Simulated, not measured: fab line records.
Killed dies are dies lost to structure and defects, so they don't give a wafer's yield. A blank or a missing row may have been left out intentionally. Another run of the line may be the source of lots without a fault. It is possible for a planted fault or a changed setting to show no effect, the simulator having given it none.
Which tool is to blame?	flow n5-finfet	14 lots with 40 wafers sampled at 4 steps, on a route of 1938 steps

== WHAT EACH GAUGE READ, for each wafer ==
N5_PASSIVATION_CD_MEAS_30 targets a cd of 4000 nm. Usual: cd-nm reads 4001.1 nm (standard deviation 2).
lot	measured	on	cd-nm (nm)	flag
L577	day 12 07:22	cd-sem-03	3999.3 4000.4 4002.4	
L576	day 12 18:24	cd-sem-02	4005.4 4002.1	
L578	day 12 23:39	cd-sem-01	3999.9 4000.4 3996.5	
L579	day 13 04:17	cd-sem-03	3995.2 4001.1 3998.1	
L580	day 14 06:17	cd-sem-03	4002.0 4002.5 4004.5	
L586	day 15 06:29	cd-sem-03	4003.9 4001.5 3999.7	
L585	day 15 06:02	cd-sem-01	4000.7 4002.1 4002.1	
L587	day 15 06:39	cd-sem-01	4000.6 3999.8 4005.4	
L591	day 16 00:14	cd-sem-02	4004.0 4001.4 3998.5	
L594	day 17 02:50	cd-sem-03	4003.2 4000.4 4002.0	
L592	day 17 15:44	cd-sem-03	4001.8 4000.8	
L595	day 17 14:43	cd-sem-01	3997.1 4003.8 4000.6	
L597	day 18 08:29	cd-sem-02	3998.4 4000.4 3999.0	
L598	day 18 03:25	cd-sem-01	4000.0 4001.4 3997.9	

== WHICH TOOL RAN EACH LOT (tool, then ch and the chambers of the sampled wafers, then the start) ==
lot	N5_BEOL_M9_PRE_CLEAN_45	N5_PASSIVATION_DEGAS_18	N5_PASSIVATION_PRE_CLEAN_19
L577	pvd-sputter-02, day 10 00:35	pvd-sputter-03, day 12 06:43	pvd-sputter-03, day 12 06:46
L576	pvd-sputter-02, day 10 10:32	pvd-sputter-01, day 12 17:45	pvd-sputter-01, day 12 17:47
L578	pvd-sputter-02, day 10 15:32	pvd-sputter-02, day 12 22:52	pvd-sputter-02, day 12 22:55
L579	pvd-sputter-02, day 10 23:53	pvd-sputter-02, day 13 03:38	pvd-sputter-02, day 13 03:40
L580	pvd-sputter-03, day 11 08:05	pvd-sputter-03, day 14 05:38	pvd-sputter-03, day 14 05:41
L586	pvd-sputter-02, day 12 10:16	pvd-sputter-02, day 15 05:43	pvd-sputter-02, day 15 05:46
L585	pvd-sputter-02, day 12 11:02	pvd-sputter-03, day 15 05:23	pvd-sputter-03, day 15 05:26
L587	pvd-sputter-02, day 12 22:50	pvd-sputter-01, day 15 05:43	pvd-sputter-01, day 15 05:46
L591	pvd-sputter-01, day 13 16:48	pvd-sputter-02, day 15 23:14	pvd-sputter-02, day 15 23:19
L594	pvd-sputter-02, day 15 02:00	pvd-sputter-03, day 17 02:11	pvd-sputter-03, day 17 02:13
L592	pvd-sputter-01, day 15 02:27	pvd-sputter-02, day 17 15:05	pvd-sputter-02, day 17 15:08
L595	pvd-sputter-01, day 15 09:31	pvd-sputter-02, day 17 14:03	pvd-sputter-02, day 17 14:05
L597	pvd-sputter-03, day 15 23:21	pvd-sputter-01, day 18 07:50	pvd-sputter-01, day 18 07:52
L598	pvd-sputter-03, day 15 23:40	pvd-sputter-02, day 18 02:45	pvd-sputter-02, day 18 02:47
- N5_BEOL_M9_PRE_CLEAN_45: time 30 s.
- N5_PASSIVATION_DEGAS_18: time 60 s.
- N5_PASSIVATION_PRE_CLEAN_19

== AS READ BY THE TOOLS THEMSELVES (means over the sampled wafers that have a number; for cases with no such wafer, the mark the record gives instead) ==
N5_BEOL_M9_PRE_CLEAN_45. Usual: heater-power-w reads 324 W (standard deviation 33).
lot	tool	heater-power-w (W)	flag
L577	pvd-sputter-02	311	
L576	pvd-sputter-02	292	
L578	pvd-sputter-02	294	
L579	pvd-sputter-02	295	
L580	pvd-sputter-03	356	
L586	pvd-sputter-02	288	
L585	pvd-sputter-02	292	
L587	pvd-sputter-02	288	
L591	pvd-sputter-01	300	
L594	pvd-sputter-02	313	
L592	pvd-sputter-01	366	
L595	pvd-sputter-01	307	
L597	pvd-sputter-03	348	
L598	pvd-sputter-03	356	

N5_PASSIVATION_DEGAS_18. Usual: heater-power-w reads 455 W (standard deviation 45).
lot	tool	heater-power-w (W)	flag
L577	pvd-sputter-03	488	
L576	pvd-sputter-01	502	
L578	pvd-sputter-02	430	
L579	pvd-sputter-02	439	
L580	pvd-sputter-03	484	
L586	pvd-sputter-02	400	
L585	pvd-sputter-03	477	
L587	pvd-sputter-01	458	
L591	pvd-sputter-02	426	
L594	pvd-sputter-03	489	
L592	pvd-sputter-02	456	
L595	pvd-sputter-02	411	
L597	pvd-sputter-01	450	
L598	pvd-sputter-02	410	

N5_PASSIVATION_PRE_CLEAN_19. Usual: heater-power-w reads 456 W (standard deviation 46).
lot	tool	heater-power-w (W)	flag
L577	pvd-sputter-03	496	
L576	pvd-sputter-01	512	
L578	pvd-sputter-02	440	
L579	pvd-sputter-02	426	
L580	pvd-sputter-03	478	
L586	pvd-sputter-02	397	
L585	pvd-sputter-03	476	
L587	pvd-sputter-01	457	
L591	pvd-sputter-02	434	
L594	pvd-sputter-03	485	
L592	pvd-sputter-02	456	
L595	pvd-sputter-02	405	
L597	pvd-sputter-01	460	
L598	pvd-sputter-02	416	

== THE ANSWER, worked out from the rows above alone ==
Rule: take the mean of a lot's wafers that have a number; if it is more than 3 standard deviations from the usual mean, the lot is off. Also off: a lot with no number at a reading for which 4 or more lots have one. Where the step has rows for the other lots, those lots are counted as sound. The gauges are gone through in route order, then the tools' own readings, and for those a lot's mean is taken as printed above. The first step at which some lot is off is used, and at that step the reading that is off furthest; a lot without a number counts as furthest.
None of the lots is off at any reading shown; this tells nothing.

== WHAT HAD BEEN PUT IN BY THE SIMULATOR ==
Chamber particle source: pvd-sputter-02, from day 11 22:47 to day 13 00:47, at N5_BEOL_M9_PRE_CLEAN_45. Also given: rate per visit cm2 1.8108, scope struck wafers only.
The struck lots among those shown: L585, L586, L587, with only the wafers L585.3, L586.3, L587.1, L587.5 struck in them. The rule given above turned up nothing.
